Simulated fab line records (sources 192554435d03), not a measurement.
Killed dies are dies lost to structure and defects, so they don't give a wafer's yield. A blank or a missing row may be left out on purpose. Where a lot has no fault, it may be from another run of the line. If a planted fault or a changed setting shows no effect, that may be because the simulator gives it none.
Struck lot and sound lot, side by side | flow n5 finfet | 42 steps out of a route of 1938
Sound: wafers L162.1, L162.3, L162.4. Wafers L178.2, L178.6 were the ones struck. The cause comes at the end.
Order at every step that has rows: each side's tool, ch and its chambers, its first start. Under that, the readings that differ: sound wafers | struck wafers | difference of the means | sigmas: that difference in standard deviations of wafers without a fault.
alike: same words and numbers on both sides, and readings whose means sit less than 2 such deviations apart. not compared: any withheld reading, any reading some wafer has no value for, any bound like >300 that may hide the same value, and any number with overlapping values for which the record gives no deviation.
Wherever a step has rows on one side only, a row that says differs or no value, or a row with sigmas, the two part there. Non-overlapping numbers with no deviation appear without sigmas and do not part them. A reading that every wafer of one side lacks parts them only if that side has two wafers or more.

first, 12 steps without rows for these wafers: N5_SD_EPI_N_STRIP_36 (strips in N2/H2); N5_SD_EPI_N_ETCHBACK_44 (etches SiNx in CH3F/O2, stops on SiO2, target depth 14.5 nm); N5_SD_EPI_N_ETCH_45 (etches SiOCN in CH3F/O2, target depth 6 nm); N5_SD_EPI_N_ETCH_16 (etches SiO2 in CHF3/O2, target depth 5 nm); N5_SD_EPI_N_STRIP_47 (strips in CHF3/O2); N5_SD_EPI_N_SD_RECESS_17 (chemistry HBr/Cl2/O2, target depth 41 nm, time 23.7 s, bt time 3 s); N5_SD_EPI_N_STRIP_38 (strips in N2/H2); N5_SD_EPI_N_WET_ETCH_43 (etches SiO2 in dHF, time 14 s, target depth 1.5 nm); N5_SD_EPI_N_STRIP_18 (strips in SPM, time 750 s); N5_SD_EPI_N_SRD_20 (time 30 s); N5_SD_EPI_N_PRECLEAN_48 (cleans in NF3:NH3, afs cycles 2, time 20 s, sublimation time 60 s); N5_SD_EPI_N_VAPOR_ETCH_50 (etches Si in HCl, time 54 s).
N5_SD_EPI_N_EPI_21: deposits Si:P, time 690 s.
  sound on epi rpcvd-04 ch 0, day 3 09:28; struck on epi rpcvd-04 ch 0, day 7 12:32
  reading                                   | sound             | struck      | difference | sigmas
  susceptor_temp_C_max                      | 682.3 681.7 682.0 | 683.4 682.9 | +1.1       | +2
  model.Si-P_of_SD_EPI_N_EPI_21.thk nm (nm) | 58.2 58.8 58.6    | 74.2 73.8   | +15.5      |
N5_SD_EPI_N_EPI_MEAS_23:
  sound on film metro-01, day 3 11:46; struck on film metro-01, day 7 13:58
  reading     | sound          | struck    | difference | sigmas
  thk nm (nm) | 59.4 57.7 58.3 | 76.4 73.3 | +16.4      | +13
then, 24 steps without rows for these wafers: N5_SD_EPI_N_PRECLEAN_24 (cleans in O3/DIW, time 60 s); N5_SD_EPI_N_SRD_25 (time 30 s); N5_SD_EPI_N_PRECLEAN_49 (cleans in NF3:NH3, afs cycles 1, time 20 s, sublimation time 60 s); N5_SD_EPI_N_LINER_46 (material SiNx, target thk 3 nm); N5_SD_EPI_P_COAT_34 (time 60 s, resist thk 350 nm); N5_SD_EPI_P_COAT_35 (time 60 s, resist thk 35 nm); N5_SD_EPI_P_COAT_03 (resist thk 150 nm); N5_SD_EPI_P_EBR_05; N5_SD_EPI_P_SOFTBAKE_04 (time 60 s); N5_SD_EPI_P_EXPOSE_06 (exposes mask SD P BLK, target cd 240 nm); N5_SD_EPI_P_PEB_07 (peb time 60 s); N5_SD_EPI_P_DEVELOP_08 (develop time 30 s); N5_SD_EPI_P_DESCUM_14 (chemistry O2, time 7.9 s); N5_SD_EPI_P_ETCH_36 (etches SiARC in CF4, target depth 45.5 nm, time 75.8 s); N5_SD_EPI_P_ETCH_37 (etches SOC in N2/H2, overetch 108 nm, time 486 s); N5_SD_EPI_P_STRIP_38 (strips in N2/H2); N5_SD_EPI_P_ETCHBACK_46 (etches SiNx in CH3F/O2, stops on SiO2, target depth 17.5 nm); N5_SD_EPI_P_ETCH_47 (etches SiOCN in CH3F/O2, target depth 25 nm); N5_SD_EPI_P_ETCH_16 (etches SiO2 in CHF3/O2, target depth 5 nm); N5_SD_EPI_P_STRIP_50 (strips in CHF3/O2); N5_SD_EPI_P_SD_RECESS_17 (chemistry HBr/Cl2/O2, target depth 39.1 nm, bt time 3 s); N5_SD_EPI_P_WET_ETCH_45 (etches SiO2 in dHF, time 10.7 s, target depth 2 nm, rinse time 30 s); N5_SD_EPI_P_STRIP_40 (strips in N2/H2); N5_SD_EPI_P_PRECLEAN_52 (cleans in O3/DIW, time 60 s).
N5_SD_ACTIVATION_RS_MEAS_03: uses a four-point probe to measure.
  sound on film metro-02, day 3 17:55; struck on film metro-02, day 7 19:30
  reading          | sound             | struck      | difference | sigmas
  RS_SD_N (ohm/sq) | 22.10 21.89 22.01 | 17.37 17.58 | -4.52      | -17
  alike: RS_SD_P
N5_MOL_CONTACT_COAG_ETCH_15: etches SiNx in CH3F/O2, stops on Si:P, target depth 7 nm.
  sound on rie diel-01 ch 0,1,3, day 5 02:04; struck on rie diel-01 ch 2, day 9 02:13
  reading                                   | sound        | struck  | difference | sigmas
  model.Si-P_of_SD_EPI_N_EPI_21.thk nm (nm) | 57.4 58 57.8 | 73 72.8 | +15        |
  alike: drypump motor current A, oes product au, rf vpp V, showerhead plenum p Torr, throttle valve pct
  not compared: rf hours counter h
-- here the record skips 3 days between the struck wafers' starts before and after, leaving off in module MOL_CONTACT_COAG and picking up in module BEOL_M4 (first step shown: number 1111 of the route) --
N5_BEOL_M4_RC_MEAS_101:
  sound on prober-01 ch 0, day 8 05:22; struck on prober-02 ch 0, day 12 10:18
  reading          | sound          | struck    | difference | sigmas
  RS_SD_N (ohm/sq) | 28.7 28.7 28.4 | 22.6 22.8 | -5.9       | -17
  alike: DIBL_N, DIBL_P, IOFF_N, IOFF_P, ION_N, ION_P, SS_N, SS_P, VT_N, VT_P
following that, these wafers have no rows for 1 step: N5_PASSIVATION_PROBE_49.

== WHERE THEY PART ==
First at N5_SD_EPI_N_EPI_21; last, within this record, at N5_BEOL_M4_RC_MEAS_101.

WHY: whatever the simulator had introduced
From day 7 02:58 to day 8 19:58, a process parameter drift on epi rpcvd-04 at N5_SD_EPI_N_EPI_21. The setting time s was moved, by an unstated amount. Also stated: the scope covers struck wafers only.
